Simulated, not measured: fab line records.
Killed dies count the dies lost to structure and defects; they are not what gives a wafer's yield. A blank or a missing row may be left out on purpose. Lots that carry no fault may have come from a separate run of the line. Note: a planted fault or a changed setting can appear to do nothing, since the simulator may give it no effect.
Struck lot and sound lot, side by side	flow n5Finfet	40 out of 1938 route steps
Sound: wafers L902.2, L902.3, L902.4. Wafers L903.2, L903.6 were the ones struck. At the end, the cause is stated.
At each step with rows: each side's tool, then ch and its chambers, then its first start. Under that, the readings that differ: sound wafers	struck wafers	difference of the means	sigmas: that difference in standard deviations of wafers without a fault.
alike: readings with means less than 2 such deviations apart, plus words and numbers identical on both sides. not compared: withheld readings, readings lacking a value on some wafer, bounds such as >300 that could conceal the same value, and numbers that have no deviation in the record and whose values overlap.
Wherever a step has rows on one side only, a row that says differs or no value, or a row with sigmas, the two part there. When numbers do not overlap yet have no deviation, they are printed without sigmas and do not part them. A reading missing from all wafers of one side parts the sides only when that side holds two or more wafers.

N5_BEOL_M13_ETCH_59: etches BARC in N2/H2, target depth 89 nm, overetch 26.7 nm, time 67.9 s.
  sound on rieDiel-05 ch 1,2,3, day 12 00:10; struck on rieDiel-06 ch 1,2, day 12 11:08
  alike: drypumpMotorCurrentA, oesProductAu, rfVppV, showerheadPlenumPTorr, throttleValvePct
  not compared: rfHoursCounterH
N5_BEOL_M13_VIA_ETCH_16: etches SiOC in C4F8/O2/Ar, target depth 921.7 nm.
  sound on rieDiel-05 ch 1,2,3, day 12 00:13; struck on rieDiel-06 ch 1,2, day 12 11:11
  alike: drypumpMotorCurrentA, oesProductAu, rfVppV, showerheadPlenumPTorr, throttleValvePct
then, 4 steps without rows for these wafers: N5_BEOL_M13_STRIP_63 (strips in N2/H2); N5_BEOL_M13_STRIP_64 (strips in N2/H2); N5_BEOL_M13_STRIP_71 (strips in post etch residue remover, time 60 s); N5_BEOL_M13_SRD_72 (time 30 s, dry time 30 s).
N5_BEOL_M13_CD_MEAS_17: the cd target is 190 nm.
  struck on cdSem-01, day 12 11:38; sound on cdSem-02, day 12 00:40
  alike: cdNm
then, 5 steps without rows for these wafers: N5_BEOL_M13_COAT_65 (time 60 s, resist thk 350 nm); N5_BEOL_M13_COAT_66 (time 60 s, resist thk 110 nm); N5_BEOL_M13_COAT_22 (resist thk 300 nm); N5_BEOL_M13_EBR_24; N5_BEOL_M13_SOFTBAKE_23 (time 60 s).
N5_BEOL_M13_EXPOSE_25: exposes mask M13, target cd 210 nm.
  sound on krfScanner-02 ch 0, day 12 00:57; struck on krfScanner-01 ch 0, day 12 11:48
  alike: mask
then, 3 steps without rows for these wafers: N5_BEOL_M13_PEB_26 (peb time 90 s); N5_BEOL_M13_DEVELOP_27 (develop time 45 s); N5_BEOL_M13_HARDBAKE_32 (time 120 s).
N5_BEOL_M13_CD_MEAS_28: the cd target is 209.5 nm.
  sound on cdSem-02 ch 0, day 12 01:07; struck on cdSem-01 ch 0, day 12 11:58
reading	sound	struck	difference	sigmas
cdNm (nm)	211.4 211.4 210.8	247.1 247.3	+36.0	+36
N5_BEOL_M13_OVL_MEAS_29:
  sound on overlay-02 ch 0, day 12 01:09; struck on overlay-02 ch 0, day 12 12:00
  alike: M13_OVL
N5_BEOL_M13_INSPECT_30: inspects for defects (macro).
  struck on defectInspect-02, day 12 12:01; sound on defectInspect-01, day 12 01:10
  alike: rawDefectCount
N5_BEOL_M13_DESCUM_33: chemistry O2, time 7.9 s.
  sound on rieDiel-06 ch 1,2,3, day 12 01:26; struck on rieDiel-06 ch 1,2, day 12 12:04
reading	sound	struck	difference	sigmas
model.BEOL_M13.cdNm (nm)	211.8 211 211	247 247.4	+36	
  alike: drypumpMotorCurrentA, oesProductAu, rfVppV, showerheadPlenumPTorr, throttleValvePct
  not compared: rfHoursCounterH
N5_BEOL_M13_ETCH_67: etches SiARC in CF4, target depth 143 nm, time 238.3 s.
  sound on rieDiel-06 ch 1,2,3, day 12 01:28; struck on rieDiel-06 ch 1,2, day 12 12:05
  alike: drypumpMotorCurrentA, etchRfOnTimeS, oesProductAu, rfVppV, showerheadPlenumPTorr, throttleValvePct
  not compared: rfHoursCounterH
N5_BEOL_M13_ETCH_68: etches SOC in N2/H2, time 355 s.
  sound on rieDiel-06 ch 1,2,3, day 12 01:37; struck on rieDiel-06 ch 1,2, day 12 12:14
  alike: drypumpMotorCurrentA, oesProductAu, rfVppV, showerheadPlenumPTorr, throttleValvePct
  not compared: rfHoursCounterH
then, 4 steps without rows for these wafers: N5_BEOL_M13_STRIP_69 (strips in N2/H2); N5_BEOL_M13_TRENCH_ETCH_34 (etches SiOC in C4F8/O2/Ar, target depth 413.47 nm, time 162.6 s); N5_BEOL_M13_STRIP_70 (strips in C4F8/O2/Ar); N5_BEOL_M13_STRIP_37 (strips in N2/H2).
N5_BEOL_M13_ETCH_38: etches SiCN in CF4/N2, target depth 67.5 nm, time 71.9 s.
  sound on rieDiel-02 ch 1,2,3, day 12 02:34; struck on rieDiel-02 ch 0,1, day 12 14:22
reading	sound	struck	difference	sigmas
model.BEOL_M13.cdNm (nm)	213.2 211.6 210.4	247.4 246.4	+35.2	
  alike: drypumpMotorCurrentA, oesProductAu, rfVppV, showerheadPlenumPTorr, throttleValvePct
  not compared: rfHoursCounterH
then, 3 steps without rows for these wafers: N5_BEOL_M13_PRECLEAN_39 (cleans in residue remover, time 60 s); N5_BEOL_M13_SRD_40 (time 30 s, dry time 30 s); N5_BEOL_M13_DEGAS_41 (time 60 s).
N5_BEOL_M13_PRE_CLEAN_42: time 30 s.
  struck on pvdSputter-02, day 12 14:58; sound on pvdSputter-03, day 12 03:19
  alike: heaterPowerW
then, 8 steps without rows for these wafers: N5_BEOL_M13_SPUTTER_43 (material TaN, target thk 15 nm, time 24.19 s); N5_BEOL_M13_SPUTTER_44 (material Ta, target thk 10 nm, time 16.13 s); N5_BEOL_M13_SPUTTER_45 (material Cu, target thk 80 nm, time 13.33 s); N5_BEOL_M13_ECD_47 (material Cu, target thk 936 nm); N5_BEOL_M13_ANNEAL_48 (time 90 s); N5_BEOL_M13_CMP_49 (polishes, stops on SiOC, t overpolish 17.1 s, target thk 420 nm); N5_BEOL_M13_PRE_CLEAN_52 (time 15 s); N5_BEOL_M13_DEP_53 (deposits SiCN from 3MS/NH3, target thk 50 nm, time 17.8 s).
N5_BEOL_M15_RC_MEAS_101:
  sound on prober-02 ch 0, day 12 16:31; struck on prober-02 ch 0, day 13 04:54
reading	sound	struck	difference	sigmas
COMB_M11 (S/m)	1.36e-11 1.28e-11 1.23e-11	1.95e-11	+6.60e-12	+2
COMB_M7 (S/m)	2.4e-11 3.2e-11 3.3e-11	1.9e-11	-1.1e-11	-2
COMB_M7_max_site (S/m)	5.3e-11 3.7e-11 4.7e-11	2.5e-11	-2.1e-11	-2
SERP_M13 (ohm/um)	0.295 0.300 0.310	0.247	-0.055	-9
SERP_M13_max_site (ohm/um)	0.297 0.306 0.314	0.251	-0.055	-9
SERP_M14 (ohm/um)	0.157 0.164 0.161	0.154	-0.007	-2
  alike: COMB_M10, COMB_M10_max_site, COMB_M12, COMB_M12_max_site, COMB_M14, COMB_M15, COMB_M5, COMB_M6, COMB_M8, COMB_M9, COMB_M9_max_site, SERP_M10, SERP_M11, SERP_M12, SERP_M12_max_site, SERP_M5, SERP_M6, SERP_M7, SERP_M8, SERP_M9

== WHERE THEY PART ==
First at N5_BEOL_M13_CD_MEAS_28; last, within this record, at N5_BEOL_M15_RC_MEAS_101.

WHY: what the simulator had put in
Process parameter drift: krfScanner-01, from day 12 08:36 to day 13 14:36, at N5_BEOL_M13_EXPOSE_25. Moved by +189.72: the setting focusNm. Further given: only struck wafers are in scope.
